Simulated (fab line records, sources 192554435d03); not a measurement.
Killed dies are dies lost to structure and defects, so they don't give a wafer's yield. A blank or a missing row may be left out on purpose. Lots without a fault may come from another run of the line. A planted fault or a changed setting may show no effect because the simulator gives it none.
Split-lot experiment | flow n5_finfet | 7 lots, 21 wafers read, on a route of 1938 steps

THE SPLIT
At N5_GATE_CUT_COAT_35 (time 60 s, resist thk 10 nm), the setting spin_rpm was moved away from the recipe's 1500 rpm on 7 of the 21 wafers read, by -9.7% to +5.2%. The other wafers ran this setting at the recipe's value.

FROM THE SPLIT TO THE READING: what the file shows between them, 3 steps
- N5_GATE_CUT_DESCUM_18: chemistry O2, time 7 s (also split here: time_s)
- N5_GATE_CUT_ETCH_28: etches underlayer in N2/H2, target depth 13 nm, time 10.4 s
- N5_GATE_CUT_ETCH_36: etches SiARC in CF4, target depth 13 nm, time 21.7 s

THE READING
SiARC_of_GATE_CUT_COAT_35.thk_nm (the simulator's own value, which no gauge read), in nm, at N5_GATE_CUT_ETCH_37 (etches SOC in N2/H2, target depth 60 nm, overetch 12 nm, time 90 s). The file gives no usual value for it. The 14 wafers here that ran the recipe average 6.1 nm, standard deviation 0.096 nm.

wafer  | tool, chamber at the split | spin_rpm as run, rpm | against the recipe | SiARC_of_GATE_CUT_COAT_35.thk_nm, nm | against lot-mates on the recipe
L078.1 | litho_track-02, 0          | 1500                 | recipe             | 6.2                                  | -
L078.4 | litho_track-02, 0          | 1500                 | recipe             | 6.2                                  | -
L078.5 | litho_track-02, 0          | 1500                 | recipe             | 6.2                                  | -
L079.1 | litho_track-02, 0          | 1406                 | -6.3%              | 6.4                                  | +0.4
L079.6 | litho_track-02, 0          | 1406                 | -6.3%              | 6.4                                  | +0.4
L079.2 | litho_track-02, 0          | 1500                 | recipe             | 6                                    | -
L080.1 | litho_track-01, 0          | 1500                 | recipe             | 6                                    | -
L080.2 | litho_track-01, 0          | 1500                 | recipe             | 6                                    | -
L080.3 | litho_track-01, 0          | 1500                 | recipe             | 6                                    | -
L082.2 | litho_track-02, 0          | 1500                 | recipe             | 6                                    | -
L082.4 | litho_track-02, 0          | 1500                 | recipe             | 6                                    | -
L082.6 | litho_track-02, 0          | 1354                 | -9.7%              | 6.6                                  | +0.6
L083.1 | litho_track-03, 0          | 1578                 | +5.2%              | 5.8                                  | -0.2
L083.5 | litho_track-03, 0          | 1578                 | +5.2%              | 5.8                                  | -0.2
L083.6 | litho_track-03, 0          | 1500                 | recipe             | 6                                    | -
L085.4 | litho_track-01, 0          | 1500                 | recipe             | 6                                    | -
L085.5 | litho_track-01, 0          | 1354                 | -9.7%              | 6.4                                  | +0.4
L085.6 | litho_track-01, 0          | 1354                 | -9.7%              | 6.6                                  | +0.6
L097.2 | litho_track-02, 0          | 1500                 | recipe             | 6                                    | -
L097.3 | litho_track-02, 0          | 1500                 | recipe             | 6.2                                  | -
L097.5 | litho_track-02, 0          | 1500                 | recipe             | 6.2                                  | -

THE FIT
A straight line over all 21 wafers: SiARC_of_GATE_CUT_COAT_35.thk_nm changes by -0.0492 nm for each +1% of spin_rpm; r = -0.92; the points scatter about the line by 0.091 nm.
The same after taking each lot's own level away (the mean of its wafers on the recipe; 21 wafers): -0.0532 nm for each +1%; r = -0.97; scatter 0.06 nm.
On that fit, the largest move of spin_rpm shifts the reading by 0.52 nm.
The lots' own levels span 6.00 to 6.20 nm, that is 2.1 times the standard deviation above.
So the lot-to-lot level changes the slope little: the two slopes agree.
Check: with one of the wafers moved furthest among these (-9.7%) left out of the fit, the line predicts +0.514 nm for it against its lot-mates. It came out at +0.6 nm against them.

OTHER SPLITS ON THESE WAFERS
These wafers also went through other splits before the reading. Each is held against what the fit with the lots' levels taken away leaves over:
other split on the same wafers        | wafers away from the commonest value | r with SiARC_of_GATE_CUT_COAT_35.thk_nm (lot level and that fit taken away)
N5_SDB_ETCH_17 bias_w                 | 8                                    | -0.07
N5_HKMG_FIN_EXPOSE_09 dose_mj         | 9                                    | +0.12
N5_HKMG_FIN_DEVELOP_11 develop_time_s | 7                                    | +0.04
N5_GATE_CUT_DESCUM_18 time_s          | 5                                    | +0.57

THE WHOLE CHAIN: every reading that the file lists as answering this split, in the file's order
step                | what it does                                                       | reading                                                                           | change (the file's fit)                | r (the file's)
N5_GATE_CUT_COAT_35 | time 60 s, resist thk 10 nm                                        | SiARC_of_GATE_CUT_COAT_35.thk_nm (the simulator's own value, which no gauge read) | -0.0546 nm for each +1% of the setting | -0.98
N5_GATE_CUT_ETCH_36 | etches SiARC in CF4, target depth 13 nm, time 21.7 s               | etch.depth_nm (the simulator's own value, which no gauge read)                    | -0.052 nm for each +1% of the setting  | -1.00
N5_GATE_CUT_ETCH_37 | etches SOC in N2/H2, target depth 60 nm, overetch 12 nm, time 90 s | SiARC_of_GATE_CUT_COAT_35.thk_nm (the simulator's own value, which no gauge read) | -0.0557 nm for each +1% of the setting | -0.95

THE FILE'S OWN FIT
SiARC_of_GATE_CUT_COAT_35.thk_nm changes by -0.0557 nm for each +1% of spin_rpm, r = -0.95.
